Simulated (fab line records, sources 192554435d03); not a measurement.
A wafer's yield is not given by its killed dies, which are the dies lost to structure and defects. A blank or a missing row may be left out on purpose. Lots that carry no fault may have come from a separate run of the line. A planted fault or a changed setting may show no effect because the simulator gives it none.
fab line records + flow n5Finfet
record
- lots=7
- wafers=39
route steps=1938 shown WELL_APT@33 FIN_SAQP@108 FIN_CUT@173 DUMMY_GATE@246 HKMG_FIN@402 BEOL_M4@1111
startH: hours from the record's first day to the start of the lot's first wafer shown + waitH: hours since the lot's step before + " as in the row above + L1.1+2: several wafers, shown together as one row + - no value, or no start given + * or withheld: withheld + < > ~ a bound
route shown NAME@n: names a module that has steps shown in the file, with the first one's number in the route + usual: mean and standard deviation over wafers with no fault + same: alike in all rows + chamber/n: place in a boat + sites: per-site readings + _std_site: standard deviation of those values + _edge_site: the outer-site mean with the inner-site mean subtracted + radiusMm: for every site, how far away it sits from the centre of the wafer + mask NAME#n: copy n + behind: the tool/chamber that last shaped the wafer + hold: why the lot was held/for how many hours/how that ended + device: transistor that didn't switch, given as n, p or np + end of line: the tests these same wafers got at the end of their route + where a step has no rows: the recipe by itself + killed: count of dies lost to structure and defects at first sort (not the wafer's yield) + map: dies across one wafer; x = killed, . = not, _ = none there
set.NAME: setting as actually run; set.NAME@STEP: the setting as run at that earlier step + model.NAME: the simulator's own value behind a step, which no gauge read
lots with deliberately changed settings; one table per step, one row per wafer
## steps
# step N5_WELL_APT_IMPLANT_15
# recipe
- species=As
- energyKev=25
- doseCm2=1.5e+13
- tiltDeg=0
- rotationDeg=0
# step N5_FIN_SAQP_EXPOSE_13
# recipe
- maskId=FIN_CORE
- na=1.35
- sourceShape=dipole
- sigmaInner=0.538
- sigmaOuter=0.738
- polarization=te
- targetCdNm=35.6
- doseMj=63.25
# step N5_FIN_CUT_CUT_ETCH_26
# recipe
- chemistry=CH3F/O2
- target=SiNx
- targetDepthA=390
- maskMaterial=SOC
- timeS=55.7
- pressureMtorr=30
- sourceW=395
- biasW=73
- Ar_flow_sccm=150
- CH3F_flow_sccm=30
- O2_flow_sccm=20
- ionEnergyEv=120
# step N5_DUMMY_GATE_ETCH_32
# recipe
- chemistry=CF4
- target=SiO2
- targetDepthA=35
- timeS=3.9
- ionEnergyEv=350
- pressureMtorr=10
- icpW=800
- biasW=400
- cf4FlowSccm=80
# step N5_HKMG_FIN_ETCH_54
# recipe
- chemistry=CF4
- target=SiARC
- targetDepthA=455
- maskMaterial=CAR-ArF
- timeS=75.8
- ionEnergyEv=80
- pressureMtorr=40
- sourceW=545
- biasW=36
- Ar_flow_sccm=100
- cf4FlowSccm=100
- ends=cleared
# step N5_HKMG_FIN_CVD_62
# recipe
- material=a-Si
- targetThkA=30
- tempC=500
- precursor=Si2H6
- pressureTorr=1
- timeS=20.8
# step N5_HKMG_FIN_ALD_36
# recipe
- material=TiN
- targetThkA=10
- tempC=400
- aldPrecursorFamily=TiCl4
- aldCoReactant=NH3
- pulseTimeS=1
- purgeTimeS=3
- coReactantPurgeTimeS=2
- coReactantPulseTimeS=2
- aldCycles=47
- pressureTorr=3
# step N5_BEOL_M4_RC_MEAS_101
# usual
- CJ_P=5.82/0.21
| lot.wafer | tool      | chamber | startH | waitH | set.doseCm2@WELL_APT_IMPLANT_15 | set.doseMj@FIN_SAQP_EXPOSE_13 | set.targetDepthA@FIN_CUT_CUT_ETCH_26 | set.timeS@DUMMY_GATE_ETCH_32 | set.sourceW@HKMG_FIN_ETCH_54 | set.targetThkA@HKMG_FIN_CVD_62 | set.aldCycles@HKMG_FIN_ALD_36 | CJ_P |
|-----------|-----------|---------|--------|-------|---------------------------------|-------------------------------|--------------------------------------|------------------------------|------------------------------|--------------------------------|-------------------------------|------|
| L074.1    | prober-01 | 0       | 178.00 | 0.0   | 1.22e+13                        | 63.25                         | 390                                  | 4.375                        | 588.2                        | 30                             | 47                            | 5.40 |
| L074.2    | "         | 0       | "      | "     | 1.5e+13                         | 63.25                         | 390                                  | 4.375                        | 545                          | 30                             | 47                            | 5.64 |
| L074.3    | "         | 0       | "      | "     | 1.5e+13                         | 63.25                         | 390                                  | 3.9                          | 545                          | 30                             | 50                            | 5.80 |
| L074.4    | "         | 0       | "      | "     | 1.22e+13                        | 63.25                         | 390                                  | 4.375                        | 545                          | 30                             | 50                            | 5.39 |
| L074.5    | "         | 0       | "      | "     | 1.22e+13                        | 63.25                         | 390                                  | 3.9                          | 588.2                        | 30                             | 47                            | 5.24 |
| L074.6    | "         | 0       | "      | "     | 1.5e+13                         | 63.25                         | 390                                  | 3.9                          | 588.2                        | 30                             | 50                            | 5.65 |
| L078.1    | prober-02 | 0       | 195.26 | 0.0   | 1.5e+13                         | 67.7                          | 429.7                                | 3.9                          | 457.9                        | 30                             | 47                            | 5.63 |
| L078.2    | "         | 0       | "      | "     | 1.297e+13                       | 63.25                         | 429.7                                | 3.9                          | 545                          | 33.4                           | 47                            | 5.24 |
| L078.3    | "         | 0       | "      | "     | 1.5e+13                         | 67.7                          | 390                                  | 3.9                          | 457.9                        | 30                             | 50                            | 5.75 |
| L078.4    | "         | 0       | "      | "     | 1.5e+13                         | 63.25                         | 429.7                                | 3.9                          | 545                          | 30                             | 50                            | 5.63 |
| L078.5    | "         | 0       | "      | "     | 1.297e+13                       | 67.7                          | 390                                  | 3.9                          | 545                          | 33.4                           | 50                            | 5.38 |
| L078.6    | "         | 0       | "      | "     | 1.297e+13                       | 63.25                         | 390                                  | 3.9                          | 457.9                        | 33.4                           | 47                            | 5.39 |
| L079.1    | prober-01 | 0       | 195.80 | 0.0   | 1.5e+13                         | 63.25                         | 412.2                                | 4.521                        | 611                          | 30                             | 47                            | 5.82 |
| L079.2    | "         | 0       | "      | "     | 1.5e+13                         | 59.56                         | 390                                  | 4.521                        | 611                          | 32.97                          | 47                            | 5.76 |
| L079.3    | "         | 0       | "      | "     | 1.5e+13                         | 63.25                         | 390                                  | 3.9                          | 611                          | 30                             | 47                            | 5.66 |
| L079.4    | "         | 0       | "      | "     | 1.5e+13                         | 63.25                         | 412.2                                | 3.9                          | 545                          | 30                             | 47                            | 5.52 |
| L079.5    | "         | 0       | "      | "     | 1.5e+13                         | 59.56                         | 412.2                                | 3.9                          | 545                          | 32.97                          | 47                            | 5.84 |
| L079.6    | "         | 0       | "      | "     | 1.5e+13                         | 59.56                         | 390                                  | 4.521                        | 545                          | 32.97                          | 47                            | 5.79 |
| L083.1    | prober-01 | 0       | 214.73 | 0.0   | 1.5e+13                         | 63.25                         | 390                                  | 3.9                          | 518.2                        | 26.61                          | 47                            | 5.67 |
| L083.2    | "         | 0       | "      | "     | 1.759e+13                       | 63.25                         | 414.7                                | 3.06                         | 545                          | 30                             | 47                            | 6.57 |
| L083.3    | "         | 0       | "      | "     | 1.759e+13                       | 63.25                         | 390                                  | 3.9                          | 545                          | 26.61                          | 47                            | 6.22 |
| L083.4    | "         | 0       | "      | "     | 1.759e+13                       | 63.25                         | 414.7                                | 3.06                         | 518.2                        | 26.61                          | 47                            | 6.33 |
| L083.5    | "         | 0       | "      | "     | 1.5e+13                         | 63.25                         | 414.7                                | 3.9                          | 545                          | 30                             | 47                            | 5.89 |
| L083.6    | "         | 0       | "      | "     | 1.5e+13                         | 63.25                         | 390                                  | 3.06                         | 518.2                        | 30                             | 47                            | 6.12 |
| L087.1    | prober-02 | 0       | 261.62 | 0.4   | 1.5e+13                         | 63.25                         | 390                                  | 3.9                          | 545                          | 28.03                          | 47                            | 6.24 |
| L087.2    | "         | 0       | "      | "     | 1.5e+13                         | 63.25                         | 390                                  | 3.318                        | 593.7                        | 28.03                          | 47                            | 6.07 |
| L087.3    | "         | 0       | "      | "     | 1.5e+13                         | 61.08                         | 390                                  | 3.318                        | 593.7                        | 30                             | 47                            | 5.76 |
| L087.4    | "         | 0       | "      | "     | 1.423e+13                       | 61.08                         | 390                                  | 3.9                          | 545                          | 28.03                          | 45                            | 5.86 |
| L087.5    | "         | 0       | "      | "     | 1.423e+13                       | 61.08                         | 390                                  | 3.9                          | 593.7                        | 30                             | 45                            | 5.71 |
| L087.6    | "         | 0       | "      | "     | 1.423e+13                       | 63.25                         | 390                                  | 3.318                        | 545                          | 30                             | 45                            | 5.68 |
| L091.1    | prober-02 | 0       | 269.21 | 0.0   | 1.22e+13                        | 63.25                         | 390                                  | 3.9                          | 606.5                        | 30                             | 45                            | 4.91 |
| L091.2    | "         | 0       | "      | "     | 1.5e+13                         | 63.25                         | 390                                  | 3.9                          | 545                          | 26.65                          | 47                            | 5.96 |
| L091.3    | "         | 0       | "      | "     | 1.22e+13                        | 65.67                         | 390                                  | 3.9                          | 606.5                        | 26.65                          | 47                            | 5.31 |
| L091.4    | "         | 0       | "      | "     | 1.5e+13                         | 65.67                         | 349.6                                | 3.9                          | 545                          | 30                             | 47                            | 5.47 |
| L091.5    | "         | 0       | "      | "     | 1.22e+13                        | 63.25                         | 349.6                                | 3.9                          | 545                          | 30                             | 45                            | 4.87 |
| L091.6    | "         | 0       | "      | "     | 1.5e+13                         | 65.67                         | 349.6                                | 3.9                          | 606.5                        | 26.65                          | 45                            | 5.62 |
| L092.2    | prober-01 | 0       | 289.38 | 0.2   | 1.5e+13                         | 63.25                         | 390                                  | 3.9                          | 545                          | 30                             | 47                            | 5.72 |
| L092.3    | "         | 0       | "      | "     | 1.5e+13                         | 63.25                         | 390                                  | 3.9                          | 545                          | 30                             | 47                            | 5.63 |
| L092.6    | "         | 0       | "      | "     | 1.5e+13                         | 63.25                         | 390                                  | 3.9                          | 545                          | 30                             | 47                            | 5.48 |
## key
split
- step=N5_WELL_APT_IMPLANT_15
- setting=doseCm2
- statedAs=1.5e+13
response
- step=N5_BEOL_M4_RC_MEAS_101
- reading=CJ_P
- slope=+0.0246
- per=1%
- togetherWith=all
- explained=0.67
split
- step=N5_FIN_SAQP_EXPOSE_13
- setting=doseMj
- statedAs=63.25
response none clear
split
- step=N5_FIN_CUT_CUT_ETCH_26
- setting=targetDepthA
- statedAs=390
response none clear
split
- step=N5_DUMMY_GATE_ETCH_32
- setting=timeS
- statedAs=3.9
response none clear
split
- step=N5_HKMG_FIN_ETCH_54
- setting=sourceW
- statedAs=545
response none clear
split
- step=N5_HKMG_FIN_CVD_62
- setting=targetThkA
- statedAs=30
response none clear
split
- step=N5_HKMG_FIN_ALD_36
- setting=aldCycles
- statedAs=47
response none clear
